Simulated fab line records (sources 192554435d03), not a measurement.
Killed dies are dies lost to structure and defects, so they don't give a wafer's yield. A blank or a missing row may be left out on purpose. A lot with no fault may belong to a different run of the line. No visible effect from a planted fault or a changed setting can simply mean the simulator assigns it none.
2 desks looking at one fault	flow n5_finfet	only its own numbers are on each desk; what lay behind them is given at the end

## FROM THE METROLOGY DESK
Means of the sampled wafers that have a number, per lot and without regard to the tool the lot ran on: this is what the gauges read. Marked OUT: a lot whose mean sits more than 4 standard deviations from the usual mean, which makes it out of limits; the brackets give that distance. Readings shown: 7 of its 10, picked as those furthest out on some lot.
Columns: A = DIBL_N at N5_BEOL_M4_RC_MEAS_101, usual 36.6 mV/V; B = DIBL_P at N5_BEOL_M4_RC_MEAS_101, usual 36.8 mV/V; C = IOFF_N at N5_BEOL_M4_RC_MEAS_101, usual 0.169 nA/um; D = IOFF_P at N5_BEOL_M4_RC_MEAS_101, usual 0.206 nA/um; E = ION_N at N5_BEOL_M4_RC_MEAS_101, usual 679 uA/um; F = ION_P at N5_BEOL_M4_RC_MEAS_101, usual 462 uA/um; G = VT_N at N5_BEOL_M4_RC_MEAS_101, usual 248.8 mV
lot	first seen here	A	B	C	D	E	F	G
L640	day 10 13:56	36.5	35.6	0.170	0.200	663	454	249.7
L639	day 10 17:26	38.1	38.8	0.203	0.247	686	469	246.7
L644	day 11 23:53	38.6	38.0	0.187	0.246	686	472	245.8
L656	day 15 13:20	36.6	38.1	0.156	0.192	680	460	251.3
This desk found nothing out of limits on any of the 4 lots.

## DESK OF THE TOOL OWNER: litho_track-02
The tool's own readings at N5_BEOL_M1_COAT_76 (time 60 s, resist thk 5 nm): means of the sampled wafers that have a number, for each lot that ran on this tool. Marked OUT: a lot whose mean sits more than 4 standard deviations from the usual mean, which makes it out of limits; the brackets give that distance.
Columns: A = spin_speed_rpm at N5_BEOL_M1_COAT_76, usual 1500.0 rpm
lot	first seen here	A
L640	day 7 23:09	1500.3
L639	day 7 23:25	1617.5 (+99 or more) OUT
L644	day 9 08:19	1614.8 (+99 or more) OUT
L656	day 12 16:29	1499.2
This desk's verdict: out of limits on L639, L644, starting with L639 at day 7 23:25 (spin_speed_rpm at N5_BEOL_M1_COAT_76). Within limits: L640, L656.

## PUT TOGETHER
The tool owner's desk had the chance to raise an alarm at day 7 23:25 on L639, L644.
At the metrology desk, nothing out of limits was observed.
The metrology desk has L639, L644 on record, within its limits.
Every lot named ran N5_BEOL_M1_COAT_76 on litho_track-02.

## WHAT THE SIMULATOR HAD INSERTED
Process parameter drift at N5_BEOL_M1_COAT_76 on litho_track-02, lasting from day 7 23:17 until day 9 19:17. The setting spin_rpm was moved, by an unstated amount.
Lots struck among those shown: L639, L644.
Delay in hours, fault start to first out-of-limits reading, by desk: the tool owner's desk at 0.
